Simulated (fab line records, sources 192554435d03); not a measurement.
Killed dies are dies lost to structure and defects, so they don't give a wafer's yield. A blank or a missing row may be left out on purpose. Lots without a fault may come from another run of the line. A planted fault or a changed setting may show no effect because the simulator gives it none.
fab line records | flow n5_finfet | part 2 of 2: steps 5 to 6 of 6
record lots=23 wafers=69 last_day=18
route steps=1938 shown BEOL_M14@1731 BEOL_M15@1774
lots that met no fault: from a run of the same line without faults
start_h: hours from the record's first day to the start of the lot's first wafer shown | wait_h: hours since the lot's step before | " the same as in the row above | L1.1+2: a row that stands for several wafers | - no value, or no start given | * or withheld: withheld | < > ~ a bound
route shown NAME@n: a module of which the file shows steps, and the number in the route of the first | usual: mean/standard deviation of fault-free wafers | same: alike in all rows | chamber/n: place in a boat | sites: the reading at each site | _std_site: their standard deviation | _edge_site: outer sites' mean less inner sites' | radius_mm: how far each site lies from the wafer's centre | mask NAME#n: copy n | behind: the tool/chamber that last shaped the wafer | hold: why the lot was held/for how many hours/how that ended | device: the transistor (n, p or np) that didn't switch | end of line: the same wafers' tests at the end of the route | a step without rows: its recipe alone | killed: dies lost to structure and defects at the first sort, not the wafer's yield | map: a wafer's dies, x killed, . not, _ none there
set.NAME: the setting as run; set.NAME@STEP: as run at that earlier step | model.NAME: the simulator's own value behind a step, which no gauge read
steps of the route over a sample of lots; a table a step, a row a wafer
services: from which hour (start_h, from the record's first day; less than 0 if before it) a tool's chamber was out of use, for how many hours, and why
## steps
# step N5_BEOL_M15_VIA_ETCH_16
# recipe chemistry=C4F8/O2/Ar target=SiO2 he_inner_torr=15 he_outer_torr=30 target_depth_a=17922 time_s=withheld ion_energy_ev=800 pressure_mtorr=20 source_w=1905 bias_w=2040 Ar_flow_sccm=400 C4F8_flow_sccm=16 O2_flow_sccm=12 ends=cleared
# usual drypump_motor_current_A=5.8/0.41 mfc_ar_sccm=399.9/1.2 oes_product_au=0.70/0.087 rf_vpp_V=2222/52 showerhead_plenum_p_Torr=3.45/0.12 throttle_valve_pct=30.93/0.24
# columns lot.wafer tool chamber start_h wait_h drypump_motor_current_A mfc_ar_sccm oes_product_au rf_vpp_V showerhead_plenum_p_Torr throttle_valve_pct
L074.4 rie_diel-04 0 247.05 0.0 5.1 400.0 0.65 2155 3.27 31.02
L074.5 " 2 " " 6.1 401.6 0.61 2197 3.40 31.26
L074.6 " 1 " " 5.2 399.3 0.71 2187 3.48 31.37
L076.2 rie_diel-03 0 255.32 0.0 5.9 399.2 0.71 2174 3.58 30.80
L076.4 " 1 " " 5.2 399.2 0.70 2196 3.36 30.71
L076.6 " 3 " " 5.6 399.0 0.79 2283 3.49 30.58
L075.2 rie_diel-05 0 258.81 0.0 6.3 399.8 0.63 2256 3.27 30.95
L075.3 " 2 " " 6.4 402.0 0.66 2216 3.43 30.81
L075.4 " 1 " " 5.8 398.4 0.67 2175 3.39 31.05
L077.3 rie_diel-05 0 279.35 0.0 6.3 398.5 0.62 2256 3.27 30.97
L077.4 " 1 " " 5.8 400.2 0.65 2175 3.39 31.04
L077.5 " 0 " " 6.3 399.3 0.62 2255 3.27 30.95
L078.3 rie_diel-05 0 289.20 0.0 6.4 398.4 0.61 2256 3.27 30.95
L078.4 " 1 " " 5.8 403.4 0.66 2176 3.39 31.03
L078.5 " 0 " " 6.4 399.2 0.62 2256 3.27 30.95
L079.1 rie_diel-05 2 294.26 0.0 6.3 399.6 0.65 2216 3.42 30.78
L079.4 " 1 " " 5.8 399.4 0.66 2174 3.39 31.04
L079.6 " 3 " " 6.1 398.9 0.63 2316 3.53 31.07
L080.1 rie_diel-04 3 299.52 0.0 5.9 402.4 0.78 2263 3.60 30.50
L080.3 " 0 " " 5.1 398.9 0.63 2155 3.26 31.03
L080.4 " 2 " " 6.1 398.6 0.92 2196 3.40 30.99
L083.2 rie_diel-05 3 314.23 0.0 6.1 400.8 0.63 2315 3.52 31.07
L083.4 " 2 " " 6.3 401.2 0.65 2217 3.42 30.82
L083.5 " 3 " " 6.1 400.5 0.62 2316 3.52 31.06
L081.2 rie_diel-05 2 317.90 0.0 6.3 400.1 0.64 2216 3.42 30.82
L081.4 " 2 " " 6.3 401.3 0.65 2216 3.42 30.81
L081.6 " 3 " " 6.1 402.0 0.62 2316 3.52 31.08
L084.2 rie_diel-03 2 327.32 0.0 5.8 400.3 0.85 2212 3.67 30.65
L084.4 " 3 " " 5.7 401.6 0.76 2282 3.48 30.61
L084.5 " 2 " " 5.8 400.6 0.85 2212 3.67 30.67
L082.1 rie_diel-04 3 332.38 0.0 5.9 399.4 0.77 2264 3.60 30.52
L082.4 " 1 " " 5.2 398.9 0.70 2186 3.47 31.42
L082.6 " 3 " " 5.9 400.0 0.77 2265 3.60 30.53
L085.2 rie_diel-04 3 332.79 0.0 5.9 400.1 0.77 2263 3.60 30.52
L085.4 " 2 " " 6.1 398.3 0.87 2196 3.39 31.00
L085.6 " 1 " " 5.2 398.4 0.70 2187 3.47 31.42
L086.4 rie_diel-04 2 340.88 0.0 6.1 399.1 0.86 2196 3.39 30.99
L086.5 " 1 " " 5.2 398.6 0.69 2185 3.47 31.40
L086.6 " 0 " " 5.2 401.3 0.63 2154 3.25 31.04
L087.4 rie_diel-05 0 346.25 0.1 6.3 400.7 0.89 2293 3.66 30.72
L087.5 " 3 " " 6.1 398.5 0.62 2315 3.52 31.09
L087.6 " 1 " " 5.9 398.7 0.65 2174 3.38 31.04
L088.1 rie_diel-05 3 357.13 0.0 6.1 400.1 0.61 2314 3.52 31.09
L088.2 " 2 " " 6.3 401.9 0.64 2217 3.41 30.83
L088.6 " 3 " " 6.1 400.9 0.62 2314 3.52 31.09
L091.1 rie_diel-05 2 362.89 0.0 6.3 401.9 0.64 2217 3.41 30.80
L091.5 " 1 " " 5.8 400.6 0.63 2175 3.38 31.03
L091.6 " 0 " " 6.3 400.5 0.86 2292 3.66 30.72
L089.1 rie_diel-03 3 370.45 0.0 5.7 399.7 0.74 2281 3.48 30.62
L089.3 " 2 " " 5.8 399.2 0.82 2211 3.66 30.66
L089.5 " 0 " " 5.8 398.5 0.68 2173 3.56 30.82
L093.1 rie_diel-04 1 370.86 0.0 5.2 401.4 0.69 2185 3.46 31.42
L093.3 " 3 " " 5.9 399.9 0.75 2261 3.59 30.53
L093.5 " 0 " " 5.1 399.4 0.62 2155 3.25 31.05
L096.1 rie_diel-04 2 371.43 0.0 6.1 400.2 0.85 2196 3.39 31.01
L096.3 " 1 " " 5.2 399.2 0.68 2186 3.46 31.42
L096.5 " 2 " " 6.1 400.9 0.85 2195 3.39 31.03
L094.1 rie_diel-04 1 374.86 0.0 5.2 399.2 0.69 2185 3.46 31.42
L094.2 " 0 " " 5.2 397.9 0.62 2153 3.25 31.06
L094.5 " 0 " " 5.2 399.2 0.62 2154 3.24 31.05
L092.1 rie_diel-05 2 380.69 0.0 6.3 400.2 0.63 2216 3.41 30.82
L092.3 " 0 " " 6.4 399.9 0.85 2293 3.65 30.73
L092.6 " 2 " " 6.3 398.9 0.64 2215 3.41 30.83
L095.3 rie_diel-05 1 396.73 0.0 5.9 401.4 0.63 2174 3.37 31.08
L095.5 " 2 " " 6.3 397.6 0.63 2217 3.41 30.84
L095.6 " 1 " " 5.9 401.0 0.64 2174 3.37 31.04
L097.2 rie_diel-03 0 412.97 0.0 5.9 398.8 0.68 2174 3.56 30.86
L097.3 " 2 " " 5.9 397.6 0.80 2211 3.65 30.68
L097.4 " 1 " " 5.1 400.9 0.67 2193 3.33 30.75
# step N5_BEOL_M15_CD_MEAS_28
# recipe target_cd_nm=407.6 landing_energy_ev=500 detector=se_inlens
# usual cd_nm=407.7/1.8
# columns lot.wafer tool chamber start_h wait_h cd_nm
L074.4 cd_sem-02 0 248.46 - 408.7
L074.5 " 0 " " 406.3
L074.6 " 0 " " 407.2
L076.2 cd_sem-01 0 256.80 - 405.5
L076.4 " 0 " " 407.2
L076.6 " 0 " " 405.8
L075.2 cd_sem-03 0 260.10 - 405.7
L075.3 " 0 " " 405.8
L075.4 " 0 " " 407.3
L077.3 cd_sem-03 0 280.63 - 406.8
L077.4 " 0 " " 405.9
L077.5 " 0 " " 408.2
L078.3 cd_sem-02 0 290.62 - 408.5
L078.4 " 0 " " 407.2
L078.5 " 0 " " 405.7
L079.1 cd_sem-03 0 295.58 - 409.9
L079.4 " 0 " " 408.0
L079.6 " 0 " " 410.6
L080.1 cd_sem-03 0 300.97 - 408.5
L080.3 " 0 " " 407.3
L080.4 " 0 " " 409.0
L083.2 cd_sem-02 0 315.64 - 406.8
L083.4 " 0 " " 407.5
L083.5 " 0 " " 405.7
L081.2 cd_sem-02 0 319.29 - 402.9
L081.4 " 0 " " 407.3
L081.6 " 0 " " 404.7
L084.2 cd_sem-02 0 328.65 - 408.3
L084.4 " 0 " " 407.0
L084.5 " 0 " " 407.7
L082.1 cd_sem-02 0 333.89 - 410.3
L082.4 " 0 " " 410.1
L082.6 " 0 " " 409.2
L085.2 cd_sem-02 0 334.08 - 411.0
L085.4 " 0 " " 408.1
L085.6 " 0 " " 409.4
L086.4 cd_sem-03 0 342.29 - 409.3
L086.5 " 0 " " 409.8
L086.6 " 0 " " 413.1
L087.4 cd_sem-03 0 347.79 - 406.2
L087.5 " 0 " " 407.4
L087.6 " 0 " " 406.4
L088.1 cd_sem-03 0 358.46 - 407.1
L088.2 " 0 " " 406.1
L088.6 " 0 " " 407.6
L091.1 cd_sem-03 0 364.30 - 408.0
L091.5 " 0 " " 409.1
L091.6 " 0 " " 407.3
L089.1 cd_sem-02 0 371.74 - 408.6
L089.3 " 0 " " 410.2
L089.5 " 0 " " 410.2
L093.1 cd_sem-01 0 372.21 - 407.6
L093.3 " 0 " " 408.2
L093.5 " 0 " " 408.0
L096.1 cd_sem-01 0 372.75 - 405.5
L096.3 " 0 " " 407.3
L096.5 " 0 " " 406.3
L094.1 cd_sem-02 0 376.27 - 407.8
L094.2 " 0 " " 406.6
L094.5 " 0 " " 406.6
L092.1 cd_sem-02 0 382.11 - 408.7
L092.3 " 0 " " 408.8
L092.6 " 0 " " 410.9
L095.3 cd_sem-02 0 399.03 - 406.4
L095.5 " 0 " " 407.0
L095.6 " 0 " " 405.1
L097.2 cd_sem-01 0 414.38 - 408.9
L097.3 " 0 " " 411.4
L097.4 " 0 " " 409.9
## services
# columns tool chamber start_h hours kind
rie_diel-01 0 226.58 - clean
rie_diel-01 0 226.58 - consumable_replace:focus_ring
rie_diel-01 0 226.58 21.1 scheduled_down
rie_diel-01 0 226.58 21.1 vent_cycle
rie_diel-05 - 227.00 2.8 pm
rie_diel-06 1 236.41 28.9 repair
rie_diel-04 0 237.79 3.5 repair
rie_diel-01 - 239.89 2.8 pm
rie_diel-04 1 248.31 9.3 repair
rie_diel-03 2 249.73 7.8 repair
rie_diel-06 - 275.56 1.1 repair
rie_diel-04 1 284.76 2.5 repair
rie_diel-06 2 292.86 4.8 repair
rie_diel-02 1 313.80 7.5 repair
rie_diel-02 0 323.72 4.4 repair
rie_diel-04 3 324.90 6.0 repair
rie_diel-01 2 327.50 8.7 repair
rie_diel-02 0 340.03 5.2 repair
rie_diel-05 2 342.02 12.7 repair
rie_diel-02 2 346.42 8.7 repair
rie_diel-03 - 389.23 0.3 repair
rie_diel-04 0 395.16 15.4 repair
rie_diel-04 1 408.02 4.9 repair
rie_diel-04 - 411.61 0.4 repair
